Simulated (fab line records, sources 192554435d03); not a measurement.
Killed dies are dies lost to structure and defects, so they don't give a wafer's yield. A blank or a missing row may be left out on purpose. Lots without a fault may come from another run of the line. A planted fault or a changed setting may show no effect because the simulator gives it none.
Split-lot experiment | flow n5_finfet | 7 lots, 39 wafers read, on a route of 1938 steps

THE SPLIT
At N5_FIN_CUT_CUT_ETCH_26 (etches SiNx in CH3F/O2, target depth 39 nm, time 55.7 s), the setting time_s was moved away from the recipe's 55.7 s on 9 of the 39 wafers read, by -55.5% to +23.6%. The other wafers ran this setting at the recipe's value.

FROM THE SPLIT TO THE READING: what the file shows between them, 2 steps
- N5_FIN_CUT_CUT_ETCH_27: etches SiO2 in CHF3/O2, target depth 4 nm, overetch 2 nm, time 4.9 s
- N5_FIN_CUT_PRECLEAN_35: cleans in vHF, time 13.3 s

THE READING
SOC_of_FIN_CUT_COAT_18.thk_nm (the simulator's own value, which no gauge read), in nm, at N5_FIN_CUT_CUT_ETCH_15 (etches Si in HBr/Cl2/O2, target depth 100 nm, bt time 10 s, time 42.4 s). The file gives no usual value for it. The 30 wafers here that ran the recipe average 170.3 nm, standard deviation 1.3 nm.

wafer  | tool, chamber at the split | time_s as run, s | against the recipe | SOC_of_FIN_CUT_COAT_18.thk_nm, nm | against lot-mates on the recipe
L074.1 | rie_diel-01, 3             | 55.7             | recipe             | 172.8                             | -
L074.2 | rie_diel-01, 0             | 46.28            | -16.9%             | 172.4                             | +1.0
L074.5 | rie_diel-01, 2             | 46.28            | -16.9%             | 172.4                             | +1.0
L074.3 | rie_diel-01, 2             | 55.7             | recipe             | 171                               | -
L074.4 | rie_diel-01, 1             | 55.7             | recipe             | 170.4                             | -
L074.6 | rie_diel-01, 3             | 46.28            | -16.9%             | 174.6                             | +3.2
L075.1 | rie_diel-03, 3             | 55.7             | recipe             | 172.2                             | -
L075.2 | rie_diel-03, 2             | 68.84            | +23.6%             | 164.4                             | -7.0
L075.3 | rie_diel-03, 0             | 55.7             | recipe             | 171                               | -
L075.6 | rie_diel-03, 0             | 55.7             | recipe             | 171                               | -
L075.4 | rie_diel-03, 1             | 68.84            | +23.6%             | 167                               | -4.4
L075.5 | rie_diel-03, 3             | 68.84            | +23.6%             | 166.6                             | -4.8
L077.1 | rie_diel-02, 2             | 24.81            | -55.5%             | 181.6                             | +11.1
L077.2 | rie_diel-02, 3             | 55.7             | recipe             | 170.4                             | -
L077.3 | rie_diel-02, 1             | 55.7             | recipe             | 170.4                             | -
L077.4 | rie_diel-02, 0             | 55.7             | recipe             | 170.6                             | -
L077.5 | rie_diel-02, 0             | 24.81            | -55.5%             | 181                               | +10.5
L077.6 | rie_diel-02, 3             | 24.81            | -55.5%             | 182.8                             | +12.3
L087.1 | rie_diel-02, 0             | 55.7             | recipe             | 170.2                             | -
L087.2 | rie_diel-02, 2             | 55.7             | recipe             | 172.6                             | -
L087.3 | rie_diel-02, 1             | 55.7             | recipe             | 172                               | -
L087.4 | rie_diel-02, 3             | 55.7             | recipe             | 169.2                             | -
L087.5 | rie_diel-02, 3             | 55.7             | recipe             | 170.4                             | -
L087.6 | rie_diel-02, 2             | 55.7             | recipe             | 170.8                             | -
L091.1 | rie_diel-02, 1             | 55.7             | recipe             | 169.8                             | -
L091.2 | rie_diel-02, 0             | 55.7             | recipe             | 167.8                             | -
L091.3 | rie_diel-02, 3             | 55.7             | recipe             | 168.4                             | -
L091.4 | rie_diel-02, 2             | 55.7             | recipe             | 168.6                             | -
L091.5 | rie_diel-02, 3             | 55.7             | recipe             | 169                               | -
L091.6 | rie_diel-02, 0             | 55.7             | recipe             | 168                               | -
L094.1 | rie_diel-03, 0             | 55.7             | recipe             | 170.2                             | -
L094.2 | rie_diel-03, 2             | 55.7             | recipe             | 170                               | -
L094.4 | rie_diel-03, 0             | 55.7             | recipe             | 170                               | -
L094.5 | rie_diel-03, 3             | 55.7             | recipe             | 170                               | -
L094.3 | rie_diel-03, 3             | 55.7             | recipe             | 171.8                             | -
L094.6 | rie_diel-03, 2             | 55.7             | recipe             | 169.2                             | -
L095.2 | rie_diel-02, 0             | 55.7             | recipe             | 168.8                             | -
L095.4 | rie_diel-02, 2             | 55.7             | recipe             | 171.8                             | -
L095.6 | rie_diel-02, 2             | 55.7             | recipe             | 171.6                             | -

THE FIT
A straight line over all 39 wafers: SOC_of_FIN_CUT_COAT_18.thk_nm changes by -0.2 nm for each +1% of time_s; r = -0.94; the points scatter about the line by 1.3 nm.
The same after taking each lot's own level away (the mean of its wafers on the recipe; 39 wafers): -0.203 nm for each +1%; r = -0.96; scatter 1.1 nm.
On that fit, the largest move of time_s shifts the reading by 11 nm.
The lots' own levels span 168.60 to 171.40 nm, that is 2.1 times the standard deviation above.
So the lot-to-lot level changes the slope little: the two slopes agree.
Check: with one of the wafers moved furthest among these (-55.5%) left out of the fit, the line predicts +11 nm for it against its lot-mates. It came out at +11.1 nm against them.

THE WHOLE CHAIN: every reading that the file lists as answering this split, in the file's order
step                   | what it does                                                            | reading                                                                        | change (the file's fit)               | r (the file's)
N5_FIN_CUT_CUT_ETCH_26 | etches SiNx in CH3F/O2, target depth 39 nm, time 55.7 s                 | etch.depth_nm (the simulator's own value, which no gauge read)                 | +0.386 nm for each +1% of the setting | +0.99
N5_FIN_CUT_CUT_ETCH_26 | etches SiNx in CH3F/O2, target depth 39 nm, time 55.7 s                 | SOC_of_FIN_CUT_COAT_18.thk_nm (the simulator's own value, which no gauge read) | -0.194 nm for each +1% of the setting | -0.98
N5_FIN_CUT_CUT_ETCH_15 | etches Si in HBr/Cl2/O2, target depth 100 nm, bt time 10 s, time 42.4 s | SOC_of_FIN_CUT_COAT_18.thk_nm (the simulator's own value, which no gauge read) | -0.2 nm for each +1% of the setting   | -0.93

THE FILE'S OWN FIT
SOC_of_FIN_CUT_COAT_18.thk_nm changes by -0.2 nm for each +1% of time_s, r = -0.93.
